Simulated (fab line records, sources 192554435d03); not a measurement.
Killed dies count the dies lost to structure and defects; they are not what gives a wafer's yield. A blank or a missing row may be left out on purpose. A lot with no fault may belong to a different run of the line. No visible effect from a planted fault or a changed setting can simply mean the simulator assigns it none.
Tool commonality check ; flow n5 finfet ; 27 wafers sampled across 9 lots

## THE REASON FOR OPENING IT
Flagged at N5_BEOL_M2_CD_MEAS_11: reading cd nm, on 2 of 9 lots. No-fault wafers: 16.79 nm, standard deviation 0.23.
Rule: a lot is flagged in two cases, either no wafer of it has a number, or all its wafers with numbers fall more than 4 standard deviations from that mean. The rest of the lots are taken to be sound.

lot;measured;on;cd nm (nm), wafer by wafer;flag
L606;day 6 21:14;cd sem-03;16.78 16.94 17.12;
L612;day 7 23:59;cd sem-02;16.86 16.86 16.70;
L611;day 8 00:20;cd sem-03;17.08 16.90 16.71;
L615;day 9 00:31;cd sem-02;17.08 16.61 16.58;
L622;day 10 09:43;cd sem-03;18.75 18.41 18.74;FLAGGED
L624;day 11 05:57;cd sem-03;16.72 16.65 16.77;
L626;day 11 13:35;cd sem-03;16.74 16.88 16.69;
L627;day 11 22:04;cd sem-01;18.39 18.87 18.69;FLAGGED
L629;day 12 12:19;cd sem-02;16.62 16.57 16.53;
On average the flagged lots' numbers are 18.64 nm, which is +1.85 nm against the usual, or +8 standard deviations.

## WHICH TOOL RAN EACH LOT
Before the reading, the record contains 4 process steps out of a 1938-step route. Read each cell as the tool, then ch plus the chambers that the sampled wafers visited, then the start.
lot;flag;N5_BEOL_M1_SPUTTER_96;N5_BEOL_M1_CMP_52;N5_BEOL_M1_DEP_57;N5_BEOL_M2_EXPOSE_08
L606;;pvd sputter-01, day 6 18:24;cmp-01 ch 0,1,3, day 6 18:53;pecvd-03 ch 0,1,2, day 6 19:23;euv scanner-02 ch 0, day 6 21:07
L612;;pvd sputter-02, day 7 19:54;cmp-04 ch 0,2, day 7 20:23;pecvd-01 ch 0,1,2, day 7 20:53;euv scanner-01 ch 0, day 7 23:51
L611;;pvd sputter-03, day 7 20:05;cmp-04 ch 0,1,3, day 7 20:40;pecvd-03 ch 0,1, day 7 21:08;euv scanner-01 ch 0, day 8 00:13
L615;;pvd sputter-02, day 8 22:15;cmp-01 ch 0,1, day 8 22:44;pecvd-02 ch 0,1,2, day 8 23:15;euv scanner-01 ch 0, day 9 00:23
L622;FLAGGED;pvd sputter-01, day 10 07:50;cmp-01 ch 0,1,3, day 10 08:20;pecvd-01 ch 0,1, day 10 08:50;euv scanner-01 ch 0, day 10 09:35
L624;;pvd sputter-03, day 11 03:51;cmp-04 ch 1,2, day 11 04:21;pecvd-03 ch 0,2, day 11 04:50;euv scanner-02 ch 0, day 11 05:49
L626;;pvd sputter-03, day 11 11:17;cmp-04 ch 0,3, day 11 11:49;pecvd-03 ch 0,1,2, day 11 12:18;euv scanner-02 ch 0, day 11 13:28
L627;FLAGGED;pvd sputter-01, day 11 15:50;cmp-04 ch 0,2, day 11 16:22;pecvd-02 ch 0,1,2, day 11 16:49;euv scanner-01 ch 0, day 11 21:56
L629;;pvd sputter-01, day 12 09:56;cmp-02 ch 1,2, day 12 10:26;pecvd-01 ch 0,1,2, day 12 10:57;euv scanner-02 ch 0, day 12 12:13
What is done by these steps:
- N5_BEOL_M1_SPUTTER_96: material Cu, target thk 4.5 nm, time 8.29 s.
- N5_BEOL_M1_CMP_52: polishes, stops on SiOC, t overpolish 6.8 s, target thk 40 nm.
- N5_BEOL_M1_DEP_57: deposits SiCN from 3MS/NH3, target thk 8 nm, time 14 s.
- N5_BEOL_M2_EXPOSE_08: exposes mask M2.
- N5_BEOL_M2_CD_MEAS_11: target cd 16.79 nm.

## FLAGGED OVER TOTAL, TOOL BY TOOL (the gauges that took the reading come last)
step;tool;lots run;flagged;share of the flagged lots;sound lots run after its first flagged lot
N5_BEOL_M1_SPUTTER_96;pvd sputter-01;4;2;all;1 (L629)
N5_BEOL_M1_SPUTTER_96;pvd sputter-02;2;0;none;-
N5_BEOL_M1_SPUTTER_96;pvd sputter-03;3;0;none;-
N5_BEOL_M1_CMP_52;cmp-01;3;1;some;0
N5_BEOL_M1_CMP_52;cmp-02;1;0;none;-
N5_BEOL_M1_CMP_52;cmp-04;5;1;some;0
N5_BEOL_M1_DEP_57;pecvd-01;3;1;some;1 (L629)
N5_BEOL_M1_DEP_57;pecvd-02;2;1;some;0
N5_BEOL_M1_DEP_57;pecvd-03;4;0;none;-
N5_BEOL_M2_EXPOSE_08;euv scanner-01;5;2;all;0
N5_BEOL_M2_EXPOSE_08;euv scanner-02;4;0;none;-
N5_BEOL_M2_CD_MEAS_11;cd sem-01;1;1;some;0
N5_BEOL_M2_CD_MEAS_11;cd sem-02;3;0;none;-
N5_BEOL_M2_CD_MEAS_11;cd sem-03;5;1;some;2 (L624,L626)

## WHAT IS ALLOWED BY THE TABLE
Every flagged lot went through 2 rows of the table: pvd sputter-01 at N5_BEOL_M1_SPUTTER_96 and euv scanner-01 at N5_BEOL_M2_EXPOSE_08.
- pvd sputter-01 at N5_BEOL_M1_SPUTTER_96 ran 4 lots, 2 of them flagged. Sound lots followed the first flagged one (L629) on it, something a lasting fault affecting the whole tool could not allow.
- euv scanner-01 at N5_BEOL_M2_EXPOSE_08 ran 5 lots, 2 of them flagged. Its last sound lot is L615 (day 9 00:23), its first flagged lot L622 (day 10 09:35): a fault that began between those two fits. Its own readings lie more than 4 standard deviations out on every wafer of the flagged lots: exposure dose mJ cm2.
Just one tool remains: euv scanner-01 at N5_BEOL_M2_EXPOSE_08.

## WHAT WAS PUT IN BY THE SIMULATOR
Process parameter drift: euv scanner-01, from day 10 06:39 on, at N5_BEOL_M2_EXPOSE_08. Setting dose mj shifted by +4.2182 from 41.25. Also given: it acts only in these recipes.
Lots struck among those shown: L622, L627. The same result came from the rule above.
